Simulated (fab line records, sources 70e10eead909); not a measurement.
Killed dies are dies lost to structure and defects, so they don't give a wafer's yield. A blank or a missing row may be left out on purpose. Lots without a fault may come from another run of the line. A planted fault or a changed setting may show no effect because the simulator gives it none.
fab line records | flow nand_harc
record lots=6 wafers=17 last_day=24
route steps=1159 shown THIN_TSV@1119 END@1158
lots that met no fault: from a run of the same line without faults
start_h: hours from the record's first day to the start of the lot's first wafer shown | wait_h: hours since the lot's step before | " the same as in the row above | L1.1+2: a row that stands for several wafers | - no value, or no start given | * or withheld: withheld | < > ~ a bound
route shown NAME@n: a module of which the file shows steps, and the number in the route of the first | usual: mean/standard deviation of fault-free wafers | same: alike in all rows | chamber/n: place in a boat | sites: the reading at each site | _std_site: their standard deviation | _edge_site: outer sites' mean less inner sites' | radius_mm: how far each site lies from the wafer's centre | mask NAME#n: copy n | behind: the tool/chamber that last shaped the wafer | hold: why the lot was held/for how many hours/how that ended | device: the transistor (n, p or np) that didn't switch | end of line: the same wafers' tests at the end of the route | a step without rows: its recipe alone | killed: dies lost to structure and defects at the first sort, not the wafer's yield | map: a wafer's dies, x killed, . not, _ none there
set.NAME: the setting as run; set.NAME@STEP: as run at that earlier step | model.NAME: the simulator's own value behind a step, which no gauge read
lots at some steps of the route; a table a step, a row a wafer
services: from which hour (start_h, from the record's first day; less than 0 if before it) a tool's chamber was out of use, for how many hours, and why
## steps
# step NHARC_THIN_TSV_ETCH_44
# recipe target_depth_a=15942 time_s=797.1 cf4_flow_sccm=150 o2_flow_sccm=10 ar_flow_sccm=0 rf_w=300 bias_w=800 chemistry=CF4/O2
# usual drypump_motor_current_A=5.5/0.42 o2_flow_sccm=10.00/0.03 oes_product_au=1.000/0.0079 rf_vpp_V=793/4 showerhead_plenum_p_Torr=1.81/0.062 throttle_valve_pct=16.914/0.0086
# columns lot.wafer tool chamber start_h wait_h drypump_motor_current_A o2_flow_sccm oes_product_au rf_hours_counter_h rf_vpp_V showerhead_plenum_p_Torr throttle_valve_pct
L675.3 rie_diel-08 0 433.83 0.1 5.7 10.01 0.989 9 797 1.86 16.917
L675.4 " 1 " " 5.3 10.04 1.005 9 787 1.74 16.903
L675.1 " 2 " " 6.0 10.02 0.989 8 795 1.85 16.911
L678.5 rie_diel-08 1 460.11 0.3 5.3 10.03 0.994 - 789 1.74 16.914
L678.6 " 2 " " 6.0 10.00 1.000 - 795 1.85 16.921
L680.1 rie_diel-08 1 488.04 0.1 5.3 10.01 0.996 0 787 1.74 16.919
L680.3 " 2 " " 6.0 10.02 0.990 0 795 1.85 16.922
L680.6 " 0 " " 5.7 10.02 1.000 - 796 1.86 16.914
L685.1 rie_diel-02 1 516.81 0.1 5.8 9.96 1.014 0 792 1.79 16.915
L685.3 " 3 " " 5.9 9.97 1.017 0 790 1.78 16.911
L685.2 " 0 " " 5.2 10.02 1.000 0 791 1.76 16.912
L688.3 rie_diel-10 2 539.79 0.1 6.4 9.98 1.006 0 798 1.89 16.929
L688.1 " 3 " " 5.0 9.98 1.009 0 795 1.83 16.920
L688.5 " 3 " " 5.0 10.03 1.004 - 794 1.83 16.912
L686.2 rie_diel-10 1 551.04 0.1 5.6 9.96 0.995 0 788 1.76 16.900
L686.4 " 0 " " 5.0 9.98 0.983 0 799 1.91 16.921
L686.5 " 2 " " 6.4 10.02 0.990 - 798 1.89 16.922
# step NHARC_THIN_TSV_ETCH_15
# recipe target_depth_a=30000 bosch_target_overetch_cycles=2 bosch_etch_step_s=2.8 bosch_dep_step_s=1.2 bosch_cycles=14
# step NHARC_THIN_TSV_CD_MEAS_16
# usual cd_nm=999.2/1.4
# columns lot.wafer tool chamber start_h wait_h cd_nm
L675.1 cd_sem-03 - 434.58 0.1 997.1
L675.3 " - " " 1000.6
L675.4 " - " " 997.9
L678.5 cd_sem-03 - 460.61 0.1 1000.0
L678.6 " - " " 997.1
L680.1 cd_sem-02 - 488.70 0.1 998.5
L680.3 " - " " 997.5
L680.6 " - " " 999.8
L685.1 cd_sem-01 - 517.52 0.1 999.0
L685.2 " - " " 1001.0
L685.3 " - " " 1001.0
L688.1 cd_sem-02 - 540.51 0.1 1001.1
L688.3 " - " " 999.6
L688.5 " - " " 1000.3
L686.2 cd_sem-02 - 551.75 0.1 996.8
L686.4 " - " " 998.9
L686.5 " - " " 998.3
# step NHARC_THIN_TSV_STRIP_45
# recipe power_w=1500 temp_c=250 chemistry=O2
# usual drypump_motor_current_A=6.0/0.31 heater_power_w=319/17 rf_refl_power_W=17/3
# columns lot.wafer tool chamber start_h wait_h drypump_motor_current_A heater_power_w rf_hours_counter_h rf_refl_power_W
L675.1 plasma_asher-01 0 434.65 0.1 5.8 334 49 13
L675.4 " 0 " " 5.8 336 - 13
L675.3 " 1 " " 5.9 309 - 19
L678.5 plasma_asher-02 0 461.38 0.8 6.0 310 - 16
L678.6 " 1 " " 6.6 298 - 22
L680.1 plasma_asher-01 0 488.77 0.1 5.8 342 8 15
L680.3 " 0 " " 5.9 336 - 15
L680.6 " 0 " " 5.8 350 - 14
L685.1 plasma_asher-01 1 517.60 0.1 5.9 324 15 18
L685.2 " 0 " " 5.8 347 15 14
L685.3 " 1 " " 5.9 324 - 18
L688.1 plasma_asher-01 0 540.88 0.4 5.8 340 26 13
L688.3 " 1 " " 5.8 323 - 19
L688.5 " 1 " " 5.9 320 - 18
L686.2 plasma_asher-02 0 551.87 0.1 6.0 298 2 16
L686.4 " 0 " " 6.0 298 - 16
L686.5 " 0 " " 6.0 298 - 16
# step NHARC_THIN_TSV_STRIP_46
# recipe time_s=1200 temp_c=72.5 chemistry=post_etch_residue_remover
# step NHARC_THIN_TSV_DEP_47
# recipe target_thk_a=2000 temp_c=withheld pressure_torr=6.5 rf_w=900 teos_flow_sccm=161.4 flow_sccm=2650 target_thk_nm=200 gas=O2 material=SiO2
# usual throttle_valve_pct=15.9/0.41
# columns lot.wafer tool chamber start_h wait_h since_wet_clean_h throttle_valve_pct
L675.1 pecvd-02 1 435.58 - 88 15.8
L675.3 " 2 " " 89 16.1
L675.4 " 1 " " - 15.7
L678.5 pecvd-03 0 462.13 - - 15.7
L678.6 " 2 " " - 15.2
L680.3 pecvd-01 2 489.67 - 59 15.7
L680.1 " 0 " " 59 16.6
L680.6 " 2 " " - 15.6
L685.1 pecvd-01 2 518.41 - 87 15.8
L685.3 " 0 " " 87 16.3
L685.2 " 1 " " 87 16.4
L688.1 pecvd-03 0 541.68 - 56 16.0
L688.3 " 1 " " 56 16.0
L688.5 " 1 " " - 15.7
L686.2 pecvd-03 1 552.83 - 67 15.8
L686.5 " 1 " " - 15.8
L686.4 " 2 " " - 15.7
# step NHARC_THIN_TSV_ETCHBACK_48
# recipe target_depth_a=10285 over_etch_frac=0.3 time_s=405.17 ion_energy_ev=250 c4f8_flow_sccm=withheld ar_flow_sccm=withheld rf_w=600 bias_w=300 chemistry=C4F8/Ar
# step NHARC_THIN_TSV_STRIP_62
# recipe power_w=1500 temp_c=250 time_s=20 chemistry=N2/H2
# step NHARC_THIN_TSV_DEGAS_49
# recipe temp_c=300 time_s=120
# usual heater_power_w=474/68
# columns lot.wafer tool chamber start_h wait_h heater_power_w
L675.4 pvd_sputter-02 - 436.47 0.1 576
L675.3 " - " " 450
L675.1 " - " " 422
L678.5 pvd_sputter-01 - 462.98 0.1 423
L678.6 " - " " 363
L680.1 pvd_sputter-02 - 490.60 0.1 484
L680.3 " - " " 423
L680.6 " - " " 438
L685.3 pvd_sputter-02 - 519.36 0.1 431
L685.1 " - " " 581
L685.2 " - " " 491
L688.1 pvd_sputter-01 - 543.59 0.1 407
L688.3 " - " " 357
L688.5 " - " " 407
L686.4 pvd_sputter-03 - 553.77 0.1 559
L686.2 " - " " 416
L686.5 " - " " 551
# step NHARC_THIN_TSV_PRE_CLEAN_50
# recipe time_s=30 temp_c=280 gas=H2/He
# step NHARC_THIN_TSV_PVD_19
# recipe target_thk_a=200 chamber_pressure_pa=5 material=TaN
# step NHARC_THIN_TSV_PVD_51
# recipe target_thk_a=1000 chamber_pressure_pa=5 material=Cu
# step NHARC_THIN_TSV_ECD_20
# recipe target_thk_a=20000 material=Cu
# columns lot.wafer tool chamber start_h wait_h
L675.1+4+3 ecd_cu-01 1,1,0 436.93 -
L678.5+6 ecd_cu-01 0,1 463.81 -
L680.1+3+6 ecd_cu-01 0,0,1 491.18 -
L685.2+1+3 ecd_cu-02 1,0,1 519.81 -
L688.1+3+5 ecd_cu-02 0,1,0 544.12 -
L686.2+4+5 ecd_cu-02 0,1,0 554.32 -
# step NHARC_THIN_TSV_ANNEAL_52
# recipe temp_c=225 time_s=90
# step NHARC_THIN_TSV_CMP_21
# recipe t_overpolish_s=30 target_thk_nm=2000
# step NHARC_THIN_TSV_SRD_23
# step NHARC_THIN_TSV_DEGAS_53
# recipe temp_c=300 time_s=60
# step NHARC_THIN_TSV_PRE_CLEAN_54
# recipe time_s=30 temp_c=280 gas=H2/He
# usual heater_power_w=414/60
# columns lot.wafer tool chamber start_h wait_h heater_power_w
L675.1 pvd_sputter-01 - 438.59 0.1 498
L675.4 " - " " 427
L675.3 " - " " 370
L678.5 pvd_sputter-02 - 465.10 0.1 392
L678.6 " - " " 371
L680.1 pvd_sputter-02 - 492.77 0.0 442
L680.3 " - " " 524
L680.6 " - " " 429
L685.3 pvd_sputter-02 - 521.42 0.1 428
L685.1 " - " " 385
L685.2 " - " " 382
L688.3 pvd_sputter-03 - 545.75 0.1 469
L688.1 " - " " 358
L688.5 " - " " 475
L686.2 pvd_sputter-03 - 555.85 0.1 351
L686.4 " - " " 369
L686.5 " - " " 467
# step NHARC_THIN_TSV_PVD_55
# recipe target_thk_a=500 material=TiN
# step NHARC_THIN_TSV_PVD_24
# recipe target_thk_a=8000 power_w=withheld chamber_pressure_pa=withheld substrate_temp_c=withheld time_s=withheld gas=Ar material=Al
# step NHARC_THIN_TSV_DEHYDRATE_25
# recipe temp_c=150 time_s=120
# step NHARC_THIN_TSV_HMDS_26
# recipe time_s=30
# step NHARC_THIN_TSV_COAT_27
# recipe spin_rpm=*
# step NHARC_THIN_TSV_SOFTBAKE_28
# recipe temp_c=122 time_s=95
# step NHARC_THIN_TSV_EBR_29
# step NHARC_THIN_TSV_EXPOSE_30
# recipe na=0.55 dose_mj=11.47 mask_id=PAD
# step NHARC_THIN_TSV_PEB_31
# recipe peb_temp_c=118 peb_time_s=85
# step NHARC_THIN_TSV_DEVELOP_32
# recipe time_s=70
# step NHARC_THIN_TSV_CD_MEAS_33
# recipe target_cd_nm=5000 landing_energy_ev=500
# usual cd_nm=4999.8/1.9
# columns lot.wafer tool chamber start_h wait_h cd_nm
L675.1 cd_sem-03 0 439.52 - 5000.0
L675.3 " 0 " " 5003.5
L675.4 " 0 " " 5000.3
L678.5 cd_sem-01 0 466.14 - 5002.1
L678.6 " 0 " " 5001.7
L680.1 cd_sem-03 0 493.71 - 4996.7
L680.3 " 0 " " 4996.7
L680.6 " 0 " " 4996.8
L685.1 cd_sem-01 0 522.51 - 5002.8
L685.2 " 0 " " 5000.7
L685.3 " 0 " " 5001.5
L688.1 cd_sem-02 0 546.83 - 5000.6
L688.3 " 0 " " 4998.5
L688.5 " 0 " " 5000.2
L686.2 cd_sem-03 0 556.79 - 5004.5
L686.4 " 0 " " 5001.4
L686.5 " 0 " " 5002.2
# step NHARC_THIN_TSV_HARDBAKE_34
# recipe temp_c=125 time_s=80
# step NHARC_THIN_TSV_DESCUM_35
# recipe time_s=3 o2_flow_sccm=200 ar_flow_sccm=0 bias_power_w=0 chemistry=O2
# step NHARC_THIN_TSV_ETCH_59
# recipe target_depth_a=8800 icp_w=900 bias_w=100 Cl2_flow_sccm=60 bcl3_flow_sccm=30 time_s=138.1 chemistry=Cl2/BCl3
# step NHARC_THIN_TSV_ETCH_36
# recipe target_depth_a=650 over_etch_frac=0.3 time_s=18.571 ion_energy_ev=150 chemistry=Cl2/BCl3
# step NHARC_THIN_TSV_STRIP_56
# recipe power_w=1500 temp_c=250 chemistry=O2
# step NHARC_THIN_TSV_STRIP_57
# recipe time_s=1200 temp_c=72.5 chemistry=post_etch_residue_remover
# step NHARC_THIN_TSV_CD_MEAS_37
# usual cd_nm=4999.0/2.5
# columns lot.wafer tool chamber start_h wait_h cd_nm
L675.1 cd_sem-01 - 441.02 - 4997.5
L675.3 " - " " 5003.7
L675.4 " - " " 4998.5
L678.5 cd_sem-02 - 467.59 - 5002.6
L678.6 " - " " 4998.5
L680.1 cd_sem-03 - 495.15 - 4994.1
L680.3 " - " " 4993.9
L680.6 " - " " 4995.5
L685.1 cd_sem-02 - 523.96 - 5001.5
L685.2 " - " " 5002.4
L685.3 " - " " 5004.1
L688.1 cd_sem-03 - 548.44 - 5001.0
L688.3 " - " " 4997.2
L688.5 " - " " 4999.5
L686.2 cd_sem-03 - 558.23 - 5000.4
L686.4 " - " " 5000.2
L686.5 " - " " 5000.0
# step NHARC_THIN_TSV_ANNEAL_58
# recipe temp_c=400 time_s=1800
# step NHARC_THIN_TSV_INSPECT_40
# usual raw_defect_count=452/75
# columns lot.wafer tool chamber start_h wait_h raw_defect_count
L675.1 defect_inspect-02 - 445.99 0.4 489
L675.3 " - " " 518
L675.4 " - " " 380
L678.5 defect_inspect-02 - 472.03 0.4 420
L678.6 " - " " 502
L680.1 defect_inspect-01 - 499.04 0.4 587
L680.3 " - " " 444
L680.6 " - " " 560
L685.1 defect_inspect-02 - 528.42 0.4 365
L685.2 " - " " 463
L685.3 " - " " 412
L688.1 defect_inspect-01 - 552.89 0.4 591
L688.3 " - " " 369
L688.5 " - " " 386
L686.2 defect_inspect-01 - 562.21 0.4 428
L686.4 " - " " 313
L686.5 " - " " 468
# step NHARC_END_WLT_00
# usual VT_DECK1_BOTTOM=0.872/0.0071 VT_DECK1_BOTTOM_INNER=0.872/0.0077 VT_DECK1_MEDIAN_NEAR_BOTTOM=0.872/0.0071 VT_DECK1_MEDIAN_NEAR_BOTTOM_INNER=0.873/0.0076 VT_DECK1_MIDDLE=0.885/0.0069 VT_DECK1_MIDDLE_INNER=0.885/0.0074 VT_DECK1_TOP=0.897/0.0077 VT_DECK1_TOP_INNER=0.897/0.0083
# columns lot.wafer tool chamber start_h wait_h VT_DECK1_BOTTOM VT_DECK1_BOTTOM_INNER VT_DECK1_MEDIAN_NEAR_BOTTOM VT_DECK1_MEDIAN_NEAR_BOTTOM_INNER VT_DECK1_MIDDLE VT_DECK1_MIDDLE_INNER VT_DECK1_TOP VT_DECK1_TOP_INNER
L675.1 prober-01 - 451.71 5.7 0.875 0.871 0.875 0.876 0.887 0.891 0.897 0.910
L675.3 " - 452.71 6.7 0.875 0.872 0.877 0.871 0.882 0.882 0.896 0.900
L675.4 " - " " 0.872 0.869 0.868 0.870 0.880 0.891 0.897 0.894
L678.5 prober-01 - 482.54 10.5 0.876 0.870 0.880 0.867 0.882 0.887 0.891 0.892
L680.1 prober-02 - 506.85 7.8 0.871 0.872 0.877 0.879 0.893 0.895 0.905 0.902
L680.3 " - 507.85 8.8 0.882 0.883 0.877 0.889 0.899 0.894 0.917 0.906
L685.1 prober-01 - 528.46 0.0 0.880 0.877 0.879 0.877 0.893 0.896 0.906 0.903
L685.2 " - " " 0.882 0.878 0.875 0.879 0.892 0.899 0.892 0.905
L685.3 " - " " 0.874 0.889 0.880 0.886 0.892 0.895 0.908 0.897
L688.1 prober-01 - 560.71 7.8 0.883 0.883 0.878 0.876 0.891 0.887 0.908 0.899
L688.3 " - 561.72 8.8 0.871 0.877 0.877 0.876 0.898 0.891 0.904 0.896
L688.5 " - 562.73 9.8 0.873 0.877 0.878 0.876 0.887 0.890 0.896 0.901
L686.2 prober-01 - 569.05 6.8 0.878 0.870 0.861 0.877 0.887 0.883 0.906 0.904
L686.4 " - " " 0.874 0.878 0.880 0.877 0.894 0.895 0.901 0.906
L686.5 " - " " 0.875 0.884 0.870 0.889 0.882 0.896 0.900 0.913
# step NHARC_END_SORT_01
# recipe temp_c=25
# usual defect_limited_yield=95.7/1.5 killed_at_array=25/9.8 killed_at_other=0.8/1.1 killed_at_periphery=3.3/2.1 killed_dies=29/10 killed_open=3.3/1.8 killed_short=1.9/1.4 sort_bin_2_pct=1.3/0.6 sort_bin_3_pct=0.25/0.23 sort_bin_4_pct=2.8/0.97 sort_n_pass=648/10 sort_rim_yield_pct=95/3.2 sort_yield_pct=95.7/1.5
# same gross_dies=677 sort_bin_5_pct[%]=0 sort_bin_6_pct[%]=0 sort_bin_7_pct[%]=0 sort_bin_8_pct[%]=0 sort_rim_n_gross=106.00
# columns lot.wafer tool chamber start_h wait_h defect_limited_yield[%] killed_at_array killed_at_other killed_at_periphery killed_dies killed_open killed_short sort_bin_2_pct[%] sort_bin_3_pct[%] sort_bin_4_pct[%] sort_n_pass sort_rim_yield_pct[%] sort_yield_pct[%]
L675.1 prober-01 0 454.72 2.5 95.4 26 1 4 31 2 4 1.5 0.30 2.8 646 92 95.4
L675.3 prober-01 0 456.30 3.1 95.7 28 0 1 29 6 2 1.0 0.30 3.0 648 91 95.7
L675.4 prober-01 0 457.09 3.4 95.9 26 0 2 28 3 1 1.6 0.15 2.4 649 93 95.9
L678.5 prober-01 0 486.72 3.7 97.9 11 0 3 14 3 2 0.4 0 1.6 663 96 97.9
L678.6 prober-01 0 487.52 4.0 0 15 661 1 677 3 4 98.4 0.15 1.5 0 0 0
L680.1 prober-02 0 509.85 2.5 95.1 27 4 2 33 4 1 1.6 0 3.2 644 88 95.1
L680.3 prober-02 0 511.45 3.1 92.5 42 6 3 51 4 3 2.8 0.44 4.3 626 97 92.5
L680.6 prober-02 0 513.84 4.0 0 31 639 7 677 5 3 95.7 0.59 3.7 0 0 0
L685.1 prober-01 0 531.43 2.5 94.8 29 2 4 35 3 3 1.3 1.03 2.8 642 89 94.8
L685.2 prober-01 0 532.23 2.8 94.4 35 1 2 38 7 3 1.6 0.30 3.7 639 95 94.4
L685.3 prober-01 0 533.03 3.1 94.1 35 2 3 40 4 3 1.9 0.44 3.5 637 87 94.1
L686.2 prober-01 0 572.34 2.8 95.3 27 0 5 32 3 3 1.0 0.15 3.5 645 95 95.3
L686.4 prober-01 0 573.94 3.4 97.9 12 1 1 14 2 2 0.7 0.15 1.2 663 95 97.9
L686.5 prober-01 0 574.75 3.7 94.8 31 1 3 35 3 0 1.8 0.44 3.0 642 93 94.8
# killed by level:class
L675.1 A_SLIT:chamber_film_flake=9 A_CHANNEL_HOLE_D1:chamber_film_flake=6 P_ZERO_WELL:chamber_film_flake=2 A_CHANNEL_FILL_D1:chamber_film_flake=2 A_CONTACT:chamber_film_flake=2 P_ZERO_WELL:geometric_particle:short=1 P_M1:geometric_particle:short=1 A_ONON_D1:geometric_particle:short=1
L675.3 A_CHANNEL_HOLE_D1:chamber_film_flake=8 A_SLIT:chamber_film_flake=5 A_CONTACT:chamber_film_flake=3 A_ONON_D1:geometric_particle:short=2 A_CHANNEL_FILL_D1:chamber_film_flake=2 A_STAIRCASE:chamber_film_flake=2 P_M0:geometric_particle:open=1 A_ONON_D1:geometric_particle:open=1
L675.4 A_SLIT:chamber_film_flake=9 A_CHANNEL_HOLE_D1:chamber_film_flake=8 A_STAIRCASE:chamber_film_flake=3 A_CHANNEL_FILL_D1:geometric_particle:open=2 A_CONTACT:chamber_film_flake=2 A_CHANNEL_FILL_D1:geometric_particle:short=1 A_CONTACT:geometric_particle:open=1 P_ZERO_WELL:chamber_film_flake=1
L678.5 A_CHANNEL_HOLE_D1:chamber_film_flake=4 P_ZERO_WELL:chamber_film_flake=2 A_SLIT:geometric_particle:short=1 A_WL_FILL:geometric_particle:open=1 A_CONTACT:geometric_particle:open=1 A_CONTACT:geometric_particle:short=1 A_M0:geometric_particle:open=1 P_STI:chamber_film_flake=1
L678.6 THIN_TSV:area_ecd=660 A_CHANNEL_HOLE_D1:chamber_film_flake=6 A_CONTACT:chamber_film_flake=2 P_M1:geometric_particle:short=1 A_SOURCE_PLATE:geometric_particle:short=1 A_CHANNEL_FILL_D1:geometric_particle:open=1 A_WL_FILL:geometric_particle:open=1 A_WL_FILL:geometric_particle:short=1
L680.1 A_SLIT:chamber_film_flake=11 A_CHANNEL_HOLE_D1:chamber_film_flake=7 A_CONTACT:chamber_film_flake=4 THIN_TSV:chamber_film_flake=3 P_GATE:geometric_particle:open=1 A_ONON_D1:geometric_particle:open=1 A_SGD_CUT:geometric_particle:open=1 A_SGD_CUT:geometric_particle:short=1
L680.3 A_SLIT:chamber_film_flake=15 A_CHANNEL_HOLE_D1:chamber_film_flake=12 A_CONTACT:chamber_film_flake=6 THIN_TSV:chamber_film_flake=6 A_WL_FILL:geometric_particle:short=2 P_M0:geometric_particle:open=1 A_ONON_D1:geometric_particle:open=1 A_WL_FILL:geometric_particle:open=1
L680.6 THIN_TSV:area_ecd=638 A_SLIT:chamber_film_flake=13 A_CHANNEL_HOLE_D1:chamber_film_flake=10 P_STI:chamber_film_flake=3 P_GATE:geometric_particle:open=2 P_CONTACT:geometric_particle:open=1 P_M1:geometric_particle:open=1 A_SOURCE_PLATE:geometric_particle:open=1
L685.1 A_CHANNEL_HOLE_D1:chamber_film_flake=12 A_WL_FILL:chamber_film_flake=4 A_CONTACT:chamber_film_flake=4 P_STI:chamber_film_flake=3 A_STAIRCASE:chamber_film_flake=3 A_M1:geometric_particle:open=2 THIN_TSV:chamber_film_flake=2 A_ONON_D1:geometric_particle:short=1
L685.2 A_CHANNEL_HOLE_D1:chamber_film_flake=15 A_STAIRCASE:chamber_film_flake=6 A_CONTACT:chamber_film_flake=3 A_SGD_CUT:geometric_particle:short=2 A_CONTACT:geometric_particle:open=2 A_WL_FILL:chamber_film_flake=2 P_GATE:geometric_particle:open=1 P_CONTACT:geometric_particle:open=1
L685.3 A_CHANNEL_HOLE_D1:chamber_film_flake=15 A_CONTACT:chamber_film_flake=10 A_ONON_D1:geometric_particle:short=3 A_STAIRCASE:chamber_film_flake=3 THIN_TSV:chamber_film_flake=2 P_M0:geometric_particle:open=1 A_SLIT:geometric_particle:open=1 A_WL_FILL:geometric_particle:open=1
L686.2 A_CHANNEL_HOLE_D1:chamber_film_flake=20 A_STAIRCASE:chamber_film_flake=2 P_GATE:chamber_film_flake=2 A_CONTACT:chamber_film_flake=2 P_STI:geometric_particle:open=1 P_CONTACT:geometric_particle:short=1 P_M0:geometric_particle:open=1 A_CHANNEL_FILL_D1:geometric_particle:open=1
L686.4 A_CHANNEL_HOLE_D1:chamber_film_flake=8 A_CHANNEL_FILL_D1:geometric_particle:short=1 A_WL_FILL:geometric_particle:short=1 A_WL_FILL:geometric_particle:open=1 A_CONTACT:geometric_particle:open=1 P_ZERO_WELL:chamber_film_flake=1 THIN_TSV:chamber_film_flake=1
L686.5 A_CHANNEL_HOLE_D1:chamber_film_flake=21 A_CONTACT:chamber_film_flake=4 A_STAIRCASE:chamber_film_flake=2 P_M1:geometric_particle:open=1 A_ONON_D1:geometric_particle:open=1 A_CONTACT:geometric_particle:open=1 P_ZERO_WELL:chamber_film_flake=1 P_GATE:chamber_film_flake=1
# map L678.6 (x killed, . not)
____________x____________
_________xxxxxxx_________
_______xxxxxxxxxxx_______
______xxxxxxxxxxxxx______
_____xxxxxxxxxxxxxxx_____
____xxxxxxxxxxxxxxxxx____
____xxxxxxxxxxxxxxxxx____
___xxxxxxxxxxxxxxxxxxx___
___xxxxxxxxxxxxxxxxxxx___
__xxxxxxxxxxxxxxxxxxxxx__
__xxxxxxxxxxxxxxxxxxxxx__
_xxxxxxxxxxxxxxxxxxxxxxx_
_xxxxxxxxxxxxxxxxxxxxxxx_
_xxxxxxxxxxxxxxxxxxxxxxx_
_xxxxxxxxxxxxxxxxxxxxxxx_
_xxxxxxxxxxxxxxxxxxxxxxx_
xxxxxxxxxxxxxxxxxxxxxxxxx
xxxxxxxxxxxxxxxxxxxxxxxxx
xxxxxxxxxxxxxxxxxxxxxxxxx
xxxxxxxxxxxxxxxxxxxxxxxxx
xxxxxxxxxxxxxxxxxxxxxxxxx
_xxxxxxxxxxxxxxxxxxxxxxx_
_xxxxxxxxxxxxxxxxxxxxxxx_
_xxxxxxxxxxxxxxxxxxxxxxx_
_xxxxxxxxxxxxxxxxxxxxxxx_
_xxxxxxxxxxxxxxxxxxxxxxx_
__xxxxxxxxxxxxxxxxxxxxx__
__xxxxxxxxxxxxxxxxxxxxx__
___xxxxxxxxxxxxxxxxxxx___
___xxxxxxxxxxxxxxxxxxx___
____xxxxxxxxxxxxxxxxx____
____xxxxxxxxxxxxxxxxx____
_____xxxxxxxxxxxxxxx_____
______xxxxxxxxxxxxx______
_______xxxxxxxxxxx_______
_________xxxxxxx_________
____________x____________
# map L680.6 (x killed, . not)
____________x____________
_________xxxxxxx_________
_______xxxxxxxxxxx_______
______xxxxxxxxxxxxx______
_____xxxxxxxxxxxxxxx_____
____xxxxxxxxxxxxxxxxx____
____xxxxxxxxxxxxxxxxx____
___xxxxxxxxxxxxxxxxxxx___
___xxxxxxxxxxxxxxxxxxx___
__xxxxxxxxxxxxxxxxxxxxx__
__xxxxxxxxxxxxxxxxxxxxx__
_xxxxxxxxxxxxxxxxxxxxxxx_
_xxxxxxxxxxxxxxxxxxxxxxx_
_xxxxxxxxxxxxxxxxxxxxxxx_
_xxxxxxxxxxxxxxxxxxxxxxx_
_xxxxxxxxxxxxxxxxxxxxxxx_
xxxxxxxxxxxxxxxxxxxxxxxxx
xxxxxxxxxxxxxxxxxxxxxxxxx
xxxxxxxxxxxxxxxxxxxxxxxxx
xxxxxxxxxxxxxxxxxxxxxxxxx
xxxxxxxxxxxxxxxxxxxxxxxxx
_xxxxxxxxxxxxxxxxxxxxxxx_
_xxxxxxxxxxxxxxxxxxxxxxx_
_xxxxxxxxxxxxxxxxxxxxxxx_
_xxxxxxxxxxxxxxxxxxxxxxx_
_xxxxxxxxxxxxxxxxxxxxxxx_
__xxxxxxxxxxxxxxxxxxxxx__
__xxxxxxxxxxxxxxxxxxxxx__
___xxxxxxxxxxxxxxxxxxx___
___xxxxxxxxxxxxxxxxxxx___
____xxxxxxxxxxxxxxxxx____
____xxxxxxxxxxxxxxxxx____
_____xxxxxxxxxxxxxxx_____
______xxxxxxxxxxxxx______
_______xxxxxxxxxxx_______
_________xxxxxxx_________
____________x____________
## services
# columns tool chamber start_h hours kind
rie_diel-02 1 416.22 11.6 repair
pecvd-01 - 418.14 13.0 pm
rie_diel-10 2 419.80 8.7 repair
pvd_sputter-01 - 423.68 14.6 repair
pecvd-01 1 440.65 8.3 repair
ecd_cu-01 - 448.02 8.0 pm
rie_diel-02 3 451.06 3.0 repair
pvd_sputter-01 - 452.56 1.1 repair
plasma_asher-01 - 453.00 9.0 pm
pvd_sputter-03 - 456.19 2.4 repair
ecd_cu-02 - 456.64 0.8 repair
rie_diel-02 1 456.85 2.5 repair
pecvd-03 - 473.00 13.0 pm
rie_diel-08 - 478.82 9.0 pm
plasma_asher-01 - 484.49 3.4 repair
pvd_sputter-03 - 487.68 5.5 repair
rie_diel-02 0 492.53 2.7 repair
rie_diel-02 1 495.84 4.4 repair
rie_diel-02 - 504.86 9.0 pm
pecvd-01 0 508.29 8.7 repair
pvd_sputter-01 - 518.03 10.0 pm
rie_diel-10 - 530.53 9.0 pm
ecd_cu-02 - 532.02 8.0 pm
plasma_asher-02 - 537.55 9.0 pm
## key
first_sign step=NHARC_END_SORT_01 reading=killed_at_other direction=up sigmas=99+ usual=0.8 struck=650
effect step=NHARC_END_SORT_01 reading=sort_bin_2_pct direction=up sigmas=99+ usual=1.3 struck=97.0
more_kills_born_at NHARC_THIN_TSV_ECD_20@ecd_cu-01=1298
met_at NHARC_THIN_TSV_ECD_20
struck_wafers L678.6,L680.6
later_rows_left_out L678.6,L680.6
onset_between 436.93 463.81
fault kind=process_parameter_drift tool=ecd_cu-01 chamber=- onset_h=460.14 steps=NHARC_THIN_TSV_ECD_20 channel=target_thk_a offset=* shape=step end_h=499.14 scope=struck_wafers_only acts_in=* stated=*
# later_rows_left_out: the simulator's readings of these wafers behind a module that went badly wrong aren't trusted and aren't shown, but for the sort
